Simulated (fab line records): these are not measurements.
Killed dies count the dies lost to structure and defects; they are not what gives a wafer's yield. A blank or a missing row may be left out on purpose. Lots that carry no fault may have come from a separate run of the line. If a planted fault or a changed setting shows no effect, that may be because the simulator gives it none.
fab line records	flow nand-harc
[record] lots = 6	wafers = 18	last-day = 24
route steps=1159 shown A_ONON_D1@445 A_CHANNEL_HOLE_D1@450 END@1159
lots that met no fault: from a run of the same line without faults
start-h: start of the lot's first displayed wafer, in hours after the record's first day	wait-h: hours from the lot's prior step to this one	" as in the row above	L1.1+2: a single row standing in for several wafers	- no value present, or no start provided	* or withheld: withheld	< > ~ a bound
route shown NAME@n: a module of which the file shows steps, and the number in the route of the first	usual: mean/standard deviation taken from wafers without a fault	same: alike in all rows	chamber/n: place in a boat	sites: the reading at each site	_std_site: standard deviation across them	_edge_site: inner sites' mean taken away from outer sites' mean	radius-mm: for every site, how far away it sits from the centre of the wafer	mask NAME#n: copy n	behind: tool/chamber where the wafer was last shaped	hold: reason for holding the lot/hours on hold/outcome of the hold	device: names the non-switching transistor (n, p or np)	end of line: the route-end tests of the same wafers	a step with no rows: only its recipe	killed: at the first sort, the dies lost to defects and structure; wafer yield is something else	map: the dies of a wafer, with x for killed, . for not killed, _ for no die there
set.NAME: the setting the step ran with; set.NAME@STEP: the setting that earlier step ran with	model.NAME: the simulator's own value behind a step, which no gauge read
lots at some steps of the route; a table a step, a row a wafer
services: the hour from which a tool's chamber was out of use, counted from the record's first day as start-h (under 0 if before that day), plus the number of hours and why
[[steps]]
[step NHARC_A_ONON_D1_THK_MEAS_30]
[recipe] thk-meas-gauge = ellipsometry
[usual] thk-nm = 999/10
lot.wafer	tool	chamber	start-h	wait-h	thk-nm
L362.3	film-metro-02	-	173.52	-	998
L362.5	"	-	"	"	999
L362.6	"	-	"	"	1000
L365.1	film-metro-02	-	186.05	-	1001
L365.2	"	-	"	"	999
L365.3	"	-	"	"	998
L372.2	film-metro-02	-	231.52	-	1009
L372.3	"	-	"	"	1009
L372.6	"	-	"	"	1009
L376.1	film-metro-01	-	268.89	-	978
L376.3	"	-	"	"	979
L376.6	"	-	"	"	980
L381.1	film-metro-01	-	276.58	-	990
L381.2	"	-	"	"	989
L381.4	"	-	"	"	991
L384.1	film-metro-02	-	299.31	-	998
L384.2	"	-	"	"	1000
L384.6	"	-	"	"	997
[step NHARC_A_ONON_D1_DEP_33]
[recipe] target-thk-a = 2000	temp-c = 400	pressure-torr = 6.5	rf-w = 900	teos-flow-sccm = 161.4	flow-sccm = 2650	target-thk-nm = 200	gas = O2	material = SiO2
[usual] heater-power-w = 519/70	mfc-precursor-sccm = 161.5/0.48	throttle-valve-pct = 16.0/0.57
lot.wafer	tool	chamber	start-h	wait-h	heater-power-w	mfc-precursor-sccm	since-wet-clean-h	throttle-valve-pct
L362.3	pecvd-04	2	173.63	0.1	568	162.0	147	16.8
L362.5	"	2	"	"	576	161.9	-	16.7
L362.6	"	0	"	"	495	161.2	-	15.8
L365.3	pecvd-04	0	186.11	0.1	513	161.9	159	15.9
L365.1	"	1	"	"	550	160.7	159	16.2
L365.2	"	2	"	"	443	161.5	159	16.4
L372.2	pecvd-02	0	231.57	0.1	457	161.7	65	16.0
L372.3	"	2	"	"	500	160.7	66	16.0
L372.6	"	0	"	"	476	160.6	-	15.8
L376.1	pecvd-02	0	268.99	0.1	529	160.4	103	15.9
L376.3	"	1	"	"	552	161.7	103	16.6
L376.6	"	1	"	"	555	161.7	-	16.2
L381.1	pecvd-04	1	276.68	0.1	530	161.6	69	16.3
L381.2	"	2	"	"	443	161.0	69	17.1
L381.4	"	1	"	"	542	160.9	-	16.1
L384.2	pecvd-02	0	299.36	0.1	544	161.5	133	16.1
L384.1	"	2	"	"	481	160.6	133	16.2
L384.6	"	2	"	"	489	161.4	-	16.3
[step NHARC_A_ONON_D1_THK_MEAS_34]
[recipe] thk-meas-gauge = ellipsometry
[usual] thk-nm = 201.0/3
lot.wafer	tool	chamber	start-h	wait-h	thk-nm
L362.3	film-metro-02	-	174.00	-	201.5
L362.5	"	-	"	"	198.0
L362.6	"	-	"	"	202.4
L365.1	film-metro-02	-	186.53	-	201.6
L365.2	"	-	"	"	198.2
L365.3	"	-	"	"	204.0
L372.2	film-metro-02	-	231.99	-	197.6
L372.3	"	-	"	"	199.3
L372.6	"	-	"	"	200.4
L376.1	film-metro-01	-	269.36	-	199.6
L376.3	"	-	"	"	199.7
L376.6	"	-	"	"	201.8
L381.1	film-metro-02	-	277.10	-	200.1
L381.2	"	-	"	"	198.2
L381.4	"	-	"	"	202.1
L384.1	film-metro-01	-	299.77	-	197.4
L384.2	"	-	"	"	195.2
L384.6	"	-	"	"	197.8
[step NHARC_A_ONON_D1_INSPECT_32]
[usual] raw-defect-count = 71/24
lot.wafer	tool	chamber	start-h	wait-h	raw-defect-count
L362.3	defect-inspect-01	-	174.06	0.0	130
L362.5	"	-	"	"	75
L362.6	"	-	"	"	75
L365.1	defect-inspect-01	-	186.59	0.0	92
L365.2	"	-	"	"	64
L365.3	"	-	"	"	41
L372.2	defect-inspect-01	-	232.05	0.0	70
L372.3	"	-	"	"	65
L372.6	"	-	"	"	61
L376.1	defect-inspect-01	-	269.43	0.0	52
L376.3	"	-	"	"	102
L376.6	"	-	"	"	62
L381.1	defect-inspect-02	-	277.18	0.0	98
L381.2	"	-	"	"	91
L381.4	"	-	"	"	84
L384.1	defect-inspect-02	-	299.84	0.0	73
L384.2	"	-	"	"	69
L384.6	"	-	"	"	82
[step NHARC_A_CHANNEL_HOLE_D1_DEP_00]
[recipe] target-thk-a = 31000	temp-c = 400	material = aC
[usual] throttle-valve-pct = 34.999/0.0083
lot.wafer	tool	chamber	start-h	wait-h	throttle-valve-pct
L362.3	acl-dep-01	0	179.37	5.3	35.009
L362.5	"	0	"	"	34.990
L362.6	"	0	"	"	34.978
L365.1	acl-dep-03	0	186.66	0.1	35.002
L365.2	"	0	"	"	34.996
L365.3	"	0	"	"	35.011
L372.2	acl-dep-02	0	235.18	3.1	34.997
L372.3	"	0	"	"	35.004
L372.6	"	0	"	"	34.995
L376.1	acl-dep-03	0	269.49	0.1	35.000
L376.3	"	0	"	"	34.999
L376.6	"	0	"	"	35.013
L381.1	acl-dep-01	0	278.66	1.5	34.987
L381.2	"	0	"	"	35.016
L381.4	"	0	"	"	35.000
L384.1	acl-dep-03	0	299.90	0.1	35.015
L384.2	"	0	"	"	35.006
L384.6	"	0	301.49	1.6	35.002
[step NHARC_A_CHANNEL_HOLE_D1_DEP_01]
[recipe] target-thk-a = 1400	target-thk-nm = 140	temp-c = 400	pressure-torr = 3.5	flow-sccm = 200	rf-w = 350	material = SiON
[usual] heater-power-w = 753/89
lot.wafer	tool	chamber	start-h	wait-h	heater-power-w	since-wet-clean-h
L362.3	pecvd-02	2	180.68	1.0	609	15
L362.5	"	0	"	"	657	-
L362.6	"	1	"	"	672	-
L365.2	pecvd-01	2	188.57	1.3	867	119
L365.1	"	0	"	"	831	119
L365.3	"	1	"	"	848	119
L372.3	pecvd-01	0	236.75	0.9	814	167
L372.2	"	1	"	"	792	167
L372.6	"	2	"	"	775	-
L376.1	pecvd-03	2	271.60	1.8	967	148
L376.3	"	1	"	"	779	148
L376.6	"	1	"	"	787	-
L381.1	pecvd-03	0	280.61	1.6	792	157
L381.2	"	1	"	"	768	157
L381.4	"	1	"	"	765	-
L384.2	pecvd-02	1	301.82	1.3	752	136
L384.1	"	2	"	"	692	136
L384.6	"	1	"	"	765	-
[step NHARC_A_CHANNEL_HOLE_D1_DEHYDRATE_02]
[recipe] temp-c = 150	time-s = 120
[step NHARC_A_CHANNEL_HOLE_D1_HMDS_03]
[recipe] time-s = 30
[step NHARC_A_CHANNEL_HOLE_D1_COAT_36]
[recipe] temp-c = 260	time-s = 75
[step NHARC_A_CHANNEL_HOLE_D1_COAT_37]
[recipe] temp-c = 225	time-s = 65
[step NHARC_A_CHANNEL_HOLE_D1_COAT_04]
[recipe] spin-rpm = 1500	resist-thk-nm = 90
[step NHARC_A_CHANNEL_HOLE_D1_SOFTBAKE_05]
[recipe] temp-c = 105	time-s = 55
[usual] heater-power-total-W = 188.45/0.13
[same] time-s = 55
lot.wafer	tool	chamber	start-h	wait-h	heater-power-total-W
L362.3	litho-track-06	0	180	-	188.46
L362.5	"	0	"	"	188.46
L362.6	"	0	"	"	188.62
L365.1	litho-track-01	0	188	-	188.64
L365.2	"	0	"	"	188.52
L365.3	"	0	"	"	188.38
L372.2	litho-track-01	0	237	-	188.44
L372.3	"	0	"	"	188.40
L372.6	"	0	"	"	188.44
L376.1	litho-track-04	0	271	-	188.55
L376.3	"	0	"	"	188.55
L376.6	"	0	"	"	188.39
L381.1	litho-track-04	0	280	-	203.98
L381.2	"	0	"	"	203.96
L381.4	"	0	"	"	204.19
L384.1	litho-track-04	0	302	-	204.12
L384.2	"	0	"	"	204.04
L384.6	"	0	"	"	204.16
[step NHARC_A_CHANNEL_HOLE_D1_EBR_06]
[step NHARC_END_SORT_01]
[recipe] temp-c = 25
[usual] killed-at-array = 26/11	killed-at-other = 0.6/1	killed-at-periphery = 3.1/2.1	killed-dies = 30/11	killed-open = 3.4/1.8	killed-short = 2.1/1.5
[same] gross-dies = 677
lot.wafer	tool	chamber	start-h	wait-h	killed-at-array	killed-at-other	killed-at-periphery	killed-dies	killed-open	killed-short
L365.1	prober-01	0	449.56	2.5	25	0	2	27	3	2
L365.2	prober-01	0	450.37	2.8	23	0	1	24	7	2
L365.3	prober-01	0	451.17	3.1	35	0	2	37	3	1
L362.3	prober-01	0	459.01	3.1	17	0	1	18	0	0
L362.5	prober-01	0	460.59	3.7	27	0	1	28	1	2
L362.6	prober-01	0	461.39	4.0	25	1	0	26	1	3
L372.2	prober-02	0	503.18	2.8	15	0	0	15	1	3
L372.3	prober-02	0	503.97	3.1	25	1	4	30	4	6
L372.6	prober-02	0	506.34	4.0	28	1	5	34	0	4
L376.1	prober-01	0	539.03	2.5	12	2	3	17	2	2
L376.3	prober-01	0	540.62	3.1	10	2	2	14	4	2
L376.6	prober-01	0	543.01	4.0	14	0	0	14	2	3
L381.1	prober-01	0	548.44	2.5	53	0	8	61	2	0
L381.2	prober-01	0	549.24	2.8	43	1	3	47	1	2
L381.4	prober-01	0	550.83	3.4	45	0	10	55	7	0
L384.1	prober-02	0	561.82	2.5	31	1	5	37	6	0
L384.2	prober-02	0	562.62	2.8	39	1	2	42	3	3
L384.6	prober-02	0	565.82	4.0	32	1	1	34	4	2
// killed by level:class
L365.1 A_SLIT:chamber-film-flake=10 A_CONTACT:chamber-film-flake=7 A_CHANNEL_HOLE_D1:chamber-film-flake=3 A_M0:geometric-particle:open=2 P_CONTACT:geometric-particle:open=1 P_M1:geometric-particle:short=1 A_WL_FILL:geometric-particle:short=1 A_WL_FILL:chamber-film-flake=1
L365.2 A_SLIT:chamber-film-flake=9 A_SOURCE_PLATE:geometric-particle:open=2 A_CHANNEL_FILL_D1:geometric-particle:open=2 A_CHANNEL_HOLE_D1:chamber-film-flake=2 A_CONTACT:chamber-film-flake=2 P_M0:geometric-particle:open=1 A_WL_FILL:geometric-particle:short=1 A_WL_FILL:geometric-particle:open=1
L365.3 A_SLIT:chamber-film-flake=9 A_CONTACT:chamber-film-flake=9 A_CHANNEL_HOLE_D1:chamber-film-flake=4 A_M0:chamber-film-flake=4 A_ZERO_WELL:chamber-film-flake=2 A_WL_FILL:chamber-film-flake=2 A_ONON_D1:geometric-particle:open=1 A_WL_FILL:geometric-particle:open=1
L362.3 A_CHANNEL_HOLE_D1:chamber-film-flake=10 A_CONTACT:chamber-film-flake=4 A_WL_FILL:chamber-film-flake=2 P_M1:chamber-film-flake=1 A_STAIRCASE:chamber-film-flake=1
L362.5 A_CHANNEL_HOLE_D1:chamber-film-flake=12 A_STAIRCASE:chamber-film-flake=5 A_SLIT:chamber-film-flake=5 A_CONTACT:chamber-film-flake=2 P_GATE:geometric-particle:short=1 A_WL_FILL:geometric-particle:short=1 A_CONTACT:geometric-particle:open=1 A_WL_FILL:chamber-film-flake=1
L362.6 A_CHANNEL_HOLE_D1:chamber-film-flake=12 A_WL_FILL:chamber-film-flake=5 A_CONTACT:chamber-film-flake=3 A_CONTACT:geometric-particle:short=2 A_ONON_D1:geometric-particle:short=1 A_BLC:geometric-particle:open=1 A_SLIT:chamber-film-flake=1 THIN_TSV:chamber-film-flake=1
L372.2 A_CHANNEL_HOLE_D1:chamber-film-flake=11 A_CHANNEL_FILL_D1:geometric-particle:open=1 A_CHANNEL_FILL_D1:geometric-particle:short=1 A_CONTACT:geometric-particle:short=1 A_M0:geometric-particle:short=1
L372.3 A_CHANNEL_HOLE_D1:chamber-film-flake=15 A_CONTACT:geometric-particle:open=2 A_CONTACT:chamber-film-flake=2 P_M1:geometric-particle:open=1 P_M2:geometric-particle:short=1 A_SOURCE_PLATE:geometric-particle:short=1 A_CHANNEL_FILL_D1:geometric-particle:short=1 A_SGD_CUT:geometric-particle:short=1
L372.6 A_CHANNEL_HOLE_D1:chamber-film-flake=19 A_CONTACT:chamber-film-flake=6 A_ONON_D1:geometric-particle:short=2 P_ZERO_WELL:chamber-film-flake=2 P_M2:geometric-particle:short=1 A_SOURCE_PLATE:geometric-particle:short=1 P_GATE:chamber-film-flake=1 P_CONTACT:chamber-film-flake=1
L376.1 A_CHANNEL_HOLE_D1:chamber-film-flake=8 THIN_TSV:chamber-film-flake=2 P_M0:geometric-particle:open=1 A_CHANNEL_HOLE_D1:geometric-particle:open=1 A_WL_FILL:geometric-particle:short=1 A_CONTACT:geometric-particle:short=1 P_STI:chamber-film-flake=1 P_GATE:chamber-film-flake=1
L376.3 A_CHANNEL_HOLE_D1:chamber-film-flake=4 A_STAIRCASE:chamber-film-flake=2 P_CONTACT:geometric-particle:open=1 P_M0:geometric-particle:open=1 A_CHANNEL_FILL_D1:geometric-particle:short=1 A_STAIRCASE:geometric-particle:open=1 A_CONTACT:geometric-particle:open=1 STARTING-WAFER:geometric-particle:short=1
L376.6 A_CHANNEL_HOLE_D1:chamber-film-flake=5 A_CHANNEL_FILL_D1:geometric-particle:short=2 A_STAIRCASE:chamber-film-flake=2 A_ONON_D1:geometric-particle:open=1 A_CHANNEL_FILL_D1:geometric-particle:open=1 A_WL_FILL:geometric-particle:short=1 A_CHANNEL_FILL_D1:chamber-film-flake=1 A_CONTACT:chamber-film-flake=1
L381.1 A_CHANNEL_HOLE_D1:chamber-film-flake=25 A_SLIT:chamber-film-flake=20 P_CONTACT:chamber-film-flake=8 A_CONTACT:chamber-film-flake=4 A_STAIRCASE:chamber-film-flake=2 A_ONON_D1:geometric-particle:open=1 A_CHANNEL_FILL_D1:geometric-particle:open=1
L381.2 A_CHANNEL_HOLE_D1:chamber-film-flake=22 A_SLIT:chamber-film-flake=16 A_CONTACT:chamber-film-flake=3 P_M0:geometric-particle:short=1 A_CHANNEL_FILL_D1:geometric-particle:open=1 STARTING-WAFER:geometric-particle:short=1 P_CONTACT:chamber-film-flake=1 P_BONDPAD:chamber-film-flake=1
L381.4 A_SLIT:chamber-film-flake=19 A_CHANNEL_HOLE_D1:chamber-film-flake=14 A_CONTACT:chamber-film-flake=5 P_CONTACT:chamber-film-flake=3 A_STAIRCASE:chamber-film-flake=3 P_CONTACT:geometric-particle:open=2 P_BONDPAD:chamber-film-flake=2 P_M0:geometric-particle:open=1
L384.1 A_SLIT:chamber-film-flake=21 A_CHANNEL_HOLE_D1:chamber-film-flake=3 A_WL_FILL:geometric-particle:open=2 P_GATE:chamber-film-flake=2 A_STAIRCASE:chamber-film-flake=2 P_CONTACT:geometric-particle:open=1 P_M1:geometric-particle:open=1 A_SGD_CUT:geometric-particle:open=1
L384.2 A_SLIT:chamber-film-flake=17 A_CHANNEL_HOLE_D1:chamber-film-flake=11 A_CONTACT:chamber-film-flake=4 A_ONON_D1:geometric-particle:open=2 P_STI:chamber-film-flake=2 A_STAIRCASE:chamber-film-flake=2 A_WL_FILL:geometric-particle:short=1 A_WL_FILL:geometric-particle:open=1
L384.6 A_SLIT:chamber-film-flake=17 A_CHANNEL_HOLE_D1:chamber-film-flake=8 A_CONTACT:chamber-film-flake=2 P_CONTACT:geometric-particle:open=1 A_CHANNEL_HOLE_D1:geometric-particle:open=1 A_WL_FILL:geometric-particle:open=1 A_CONTACT:geometric-particle:open=1 A_M1:geometric-particle:short=1
[[services]]
tool	chamber	start-h	hours	kind
pecvd-02	-	153.15	13.0	pm
pecvd-02	0	153.15	13.0	vent-cycle
pecvd-02	1	153.15	13.0	vent-cycle
pecvd-02	2	153.15	13.0	vent-cycle
acl-dep-02	-	154.67	5.7	repair
acl-dep-01	-	154.79	0.9	repair
pecvd-02	0	166.15	-	clean
pecvd-02	1	166.15	-	clean
pecvd-02	2	166.15	-	clean
acl-dep-02	-	169.20	13.0	pm
pecvd-01	0	176.50	5.0	repair
pecvd-01	-	179.90	1.5	repair
pecvd-04	-	195.11	13.0	pm
pecvd-04	0	195.11	13.0	vent-cycle
pecvd-04	1	195.11	13.0	vent-cycle
pecvd-04	2	195.11	13.0	vent-cycle
pecvd-03	0	199.42	6.3	repair
acl-dep-03	-	224.65	13.0	pm
pecvd-01	-	237.47	13.0	pm
pecvd-03	1	261.52	1.9	repair
litho-track-01	-	268.00	7.0	pm
litho-track-06	-	292.00	7.0	pm
pecvd-03	-	292.13	13.0	pm
acl-dep-01	-	294.47	13.0	pm
[[key]]
[first-sign] step = NHARC_A_CHANNEL_HOLE_D1_SOFTBAKE_05	reading = heater-power-total-W	direction = up	sigmas = 99+	usual = *	struck = *
effect none on later readings
met-at NHARC_A_CHANNEL_HOLE_D1_SOFTBAKE_05
struck-wafers L381.1,L381.2,L381.4,L384.1,L384.2,L384.6
tester-left-out L381,L384
onset-between 271 280
[fault] kind = process-parameter-drift	tool = litho-track-04	chamber = -	onset-h = 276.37	steps = NHARC_A_CHANNEL_HOLE_D1_SOFTBAKE_05	channel = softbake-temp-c	offset = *	shape = step	end-h = 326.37	acts-in = *	stated = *
// tester-left-out: of these lots the tester's yield and bins aren't shown, on N5 and GAA mostly nor the transistor test; their killed dies are dies lost to structure and defects alone, not to doping, threshold or leakage, so they don't give the yield
